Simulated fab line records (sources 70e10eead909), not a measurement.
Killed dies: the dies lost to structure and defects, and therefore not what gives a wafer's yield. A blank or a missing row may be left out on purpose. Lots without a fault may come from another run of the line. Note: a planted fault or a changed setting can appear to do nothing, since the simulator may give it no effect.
Chamber matching | flow nand harc | NHARC_A_BONDPAD_DESCUM_11 on rie diel-11 has 4 sister chambers
The step chemistry O2, time 3 s. 4 wafers are shown with their chamber, then 7 later ones without.

## WAFERS, EACH WITH ITS CHAMBER
wafer  | chamber | drypump motor current A (A)
L379.2 | 1       | 5.9
L378.5 | 2       | 6.1
L381.1 | 0       | 6.2
L381.4 | 3       | 6.3

## WAFERS MISSING THEIR CHAMBER
wafer  | drypump motor current A (A)
L381.6 | 6.3
L395.2 | 6.0
L395.3 | 5.9
L395.5 | 5.9
L397.1 | 6.0
L397.3 | 6.3
L397.5 | 5.9

## CHAMBER TAKEN BY EACH
wafer  | from the rows above          | in truth
L381.6 | can't be placed: 3 or 0      | 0
L395.2 | can't be placed: 1 or 2 or 0 | 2
L395.3 | 1                            | 1
L395.5 | 1                            | 1
L397.1 | can't be placed: 1 or 2 or 0 | 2
L397.3 | can't be placed: 3 or 0      | 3
L397.5 | 1                            | 1
Correctly placed: 3 of 7. From these rows, 4 cannot be placed; in 4 the true chamber is one of the candidates. Placed wrongly: 0.
How it was worked out, from the rows above alone: a wafer's distance from a chamber is the root of the sum, over the readings, of the square of ((its reading less the chamber's mean) divided by the reading's scatter). The wafer belongs to the nearest chamber; if the next one is less than 2 further off, it can't be placed. A chamber's mean is the mean of its shown wafers. The scatter: root of mean squared gap, hidden wafer to nearest shown wafer, with one shown wafer a chamber.
